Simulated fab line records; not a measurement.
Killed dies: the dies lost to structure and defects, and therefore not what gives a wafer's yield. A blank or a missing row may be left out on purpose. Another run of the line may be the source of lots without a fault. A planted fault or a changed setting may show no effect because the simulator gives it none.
Chamber matching / flow nand harc / NHARC_P_GATE_DESCUM_93 on rie diel-08: 4 sister chambers
The step chemistry O2, time 3 s. 39 wafers are shown with their chamber, then 12 later ones without.

## WAFERS, EACH WITH ITS CHAMBER
wafer=L075.2; chamber=0; showerhead plenum p Torr (Torr)=1.94; drypump motor current A (A)=5.6; oes product au (a.u.)=1.011
wafer=L075.3; chamber=1; showerhead plenum p Torr (Torr)=1.87; drypump motor current A (A)=6.5; oes product au (a.u.)=0.992
wafer=L075.4; chamber=2; showerhead plenum p Torr (Torr)=1.91; drypump motor current A (A)=6.0; oes product au (a.u.)=1.017
wafer=L076.4; chamber=0; showerhead plenum p Torr (Torr)=1.94; drypump motor current A (A)=5.5; oes product au (a.u.)=1.003
wafer=L076.5; chamber=2; showerhead plenum p Torr (Torr)=1.91; drypump motor current A (A)=6.1; oes product au (a.u.)=1.013
wafer=L076.6; chamber=3; showerhead plenum p Torr (Torr)=1.82; drypump motor current A (A)=5.2; oes product au (a.u.)=0.998
wafer=L077.2; chamber=3; showerhead plenum p Torr (Torr)=1.82; drypump motor current A (A)=5.2; oes product au (a.u.)=0.989
wafer=L077.3; chamber=2; showerhead plenum p Torr (Torr)=1.91; drypump motor current A (A)=6.0; oes product au (a.u.)=1.005
wafer=L077.5; chamber=3; showerhead plenum p Torr (Torr)=1.82; drypump motor current A (A)=5.2; oes product au (a.u.)=0.998
wafer=L077.1; chamber=1; showerhead plenum p Torr (Torr)=1.86; drypump motor current A (A)=6.5; oes product au (a.u.)=1.000
wafer=L077.4; chamber=0; showerhead plenum p Torr (Torr)=1.94; drypump motor current A (A)=5.5; oes product au (a.u.)=0.996
wafer=L077.6; chamber=0; showerhead plenum p Torr (Torr)=1.94; drypump motor current A (A)=5.6; oes product au (a.u.)=1.001
wafer=L081.2; chamber=1; showerhead plenum p Torr (Torr)=1.86; drypump motor current A (A)=6.6; oes product au (a.u.)=0.996
wafer=L081.4; chamber=0; showerhead plenum p Torr (Torr)=1.94; drypump motor current A (A)=5.6; oes product au (a.u.)=1.033
wafer=L081.5; chamber=2; showerhead plenum p Torr (Torr)=1.91; drypump motor current A (A)=6.1; oes product au (a.u.)=1.011
wafer=L080.2; chamber=3; showerhead plenum p Torr (Torr)=1.82; drypump motor current A (A)=5.2; oes product au (a.u.)=0.995
wafer=L080.3; chamber=1; showerhead plenum p Torr (Torr)=1.86; drypump motor current A (A)=6.6; oes product au (a.u.)=1.004
wafer=L080.4; chamber=2; showerhead plenum p Torr (Torr)=1.91; drypump motor current A (A)=6.0; oes product au (a.u.)=1.002
wafer=L083.2; chamber=3; showerhead plenum p Torr (Torr)=1.82; drypump motor current A (A)=5.2; oes product au (a.u.)=1.016
wafer=L083.3; chamber=2; showerhead plenum p Torr (Torr)=1.91; drypump motor current A (A)=6.0; oes product au (a.u.)=1.013
wafer=L083.4; chamber=0; showerhead plenum p Torr (Torr)=1.94; drypump motor current A (A)=5.6; oes product au (a.u.)=1.024
wafer=L083.1; chamber=1; showerhead plenum p Torr (Torr)=1.86; drypump motor current A (A)=6.5; oes product au (a.u.)=1.004
wafer=L083.5; chamber=3; showerhead plenum p Torr (Torr)=1.82; drypump motor current A (A)=5.2; oes product au (a.u.)=0.996
wafer=L083.6; chamber=2; showerhead plenum p Torr (Torr)=1.91; drypump motor current A (A)=6.1; oes product au (a.u.)=0.999
wafer=L085.2; chamber=0; showerhead plenum p Torr (Torr)=1.94; drypump motor current A (A)=5.6; oes product au (a.u.)=1.008
wafer=L085.3; chamber=3; showerhead plenum p Torr (Torr)=1.82; drypump motor current A (A)=5.2; oes product au (a.u.)=0.995
wafer=L085.4; chamber=1; showerhead plenum p Torr (Torr)=1.86; drypump motor current A (A)=6.5; oes product au (a.u.)=0.999
wafer=L084.4; chamber=1; showerhead plenum p Torr (Torr)=1.86; drypump motor current A (A)=6.6; oes product au (a.u.)=1.004
wafer=L084.5; chamber=0; showerhead plenum p Torr (Torr)=1.94; drypump motor current A (A)=5.6; oes product au (a.u.)=1.021
wafer=L084.6; chamber=3; showerhead plenum p Torr (Torr)=1.82; drypump motor current A (A)=5.2; oes product au (a.u.)=0.995
wafer=L086.1; chamber=0; showerhead plenum p Torr (Torr)=1.94; drypump motor current A (A)=5.6; oes product au (a.u.)=1.016
wafer=L086.2; chamber=2; showerhead plenum p Torr (Torr)=1.91; drypump motor current A (A)=6.1; oes product au (a.u.)=1.007
wafer=L086.4; chamber=3; showerhead plenum p Torr (Torr)=1.82; drypump motor current A (A)=5.2; oes product au (a.u.)=0.988
wafer=L089.3; chamber=3; showerhead plenum p Torr (Torr)=1.82; drypump motor current A (A)=5.2; oes product au (a.u.)=0.988
wafer=L089.4; chamber=0; showerhead plenum p Torr (Torr)=1.94; drypump motor current A (A)=5.5; oes product au (a.u.)=1.017
wafer=L089.5; chamber=3; showerhead plenum p Torr (Torr)=1.82; drypump motor current A (A)=5.2; oes product au (a.u.)=0.987
wafer=L088.2; chamber=0; showerhead plenum p Torr (Torr)=1.93; drypump motor current A (A)=5.6; oes product au (a.u.)=1.020
wafer=L088.3; chamber=1; showerhead plenum p Torr (Torr)=1.86; drypump motor current A (A)=6.5; oes product au (a.u.)=0.997
wafer=L088.4; chamber=3; showerhead plenum p Torr (Torr)=1.82; drypump motor current A (A)=5.2; oes product au (a.u.)=0.988

SIGNATURES, as means of the wafers listed above
reading=showerhead plenum p Torr; chamber 0=1.9391; chamber 1=1.8613; chamber 2=1.9100; chamber 3=1.8200; scatter within a chamber=0.00226
reading=drypump motor current A; chamber 0=5.573; chamber 1=6.537; chamber 2=6.050; chamber 3=5.200; scatter within a chamber=0.0416
reading=oes product au; chamber 0=1.01364; chamber 1=0.99950; chamber 2=1.00838; chamber 3=0.99442; scatter within a chamber=0.00814
Rule: for a wafer and a chamber, the distance is found by dividing, reading by reading, the gap between the wafer's reading and the chamber's mean by the reading's scatter, squaring, summing and taking the root. If the next closest chamber is less than 2 further off than the closest, the wafer can't be placed; otherwise it belongs to the closest. How the scatter is found: for the shown wafers, subtract from each reading the mean of its chamber, square and add these, divide the total by (wafers less chambers), then take the root.

## WAFERS WHOSE CHAMBER IS MISSING
wafer=L092.1; showerhead plenum p Torr (Torr)=1.91; drypump motor current A (A)=6.0; oes product au (a.u.)=1.004
wafer=L092.2; showerhead plenum p Torr (Torr)=1.82; drypump motor current A (A)=5.2; oes product au (a.u.)=0.993
wafer=L092.5; showerhead plenum p Torr (Torr)=1.82; drypump motor current A (A)=5.2; oes product au (a.u.)=1.003
wafer=L092.3; showerhead plenum p Torr (Torr)=1.86; drypump motor current A (A)=6.5; oes product au (a.u.)=0.999
wafer=L092.4; showerhead plenum p Torr (Torr)=1.93; drypump motor current A (A)=5.6; oes product au (a.u.)=1.018
wafer=L092.6; showerhead plenum p Torr (Torr)=1.93; drypump motor current A (A)=5.5; oes product au (a.u.)=1.008
wafer=L093.1; showerhead plenum p Torr (Torr)=1.86; drypump motor current A (A)=6.6; oes product au (a.u.)=1.000
wafer=L093.4; showerhead plenum p Torr (Torr)=1.91; drypump motor current A (A)=6.1; oes product au (a.u.)=1.001
wafer=L093.6; showerhead plenum p Torr (Torr)=1.86; drypump motor current A (A)=6.5; oes product au (a.u.)=1.007
wafer=L097.3; showerhead plenum p Torr (Torr)=1.82; drypump motor current A (A)=5.2; oes product au (a.u.)=1.000
wafer=L097.5; showerhead plenum p Torr (Torr)=1.82; drypump motor current A (A)=5.2; oes product au (a.u.)=0.988
wafer=L097.6; showerhead plenum p Torr (Torr)=1.93; drypump motor current A (A)=5.6; oes product au (a.u.)=1.015

## WHICH CHAMBER EACH ONE RAN IN
wafer=L092.1; from the rows above=2; in truth=2
wafer=L092.2; from the rows above=3; in truth=3
wafer=L092.5; from the rows above=3; in truth=3
wafer=L092.3; from the rows above=1; in truth=1
wafer=L092.4; from the rows above=0; in truth=0
wafer=L092.6; from the rows above=0; in truth=0
wafer=L093.1; from the rows above=1; in truth=1
wafer=L093.4; from the rows above=2; in truth=2
wafer=L093.6; from the rows above=1; in truth=1
wafer=L097.3; from the rows above=3; in truth=3
wafer=L097.5; from the rows above=3; in truth=3
wafer=L097.6; from the rows above=0; in truth=0
Placed correctly: 12 of 12. Number that these rows cannot place: 0. 0 placed wrongly.
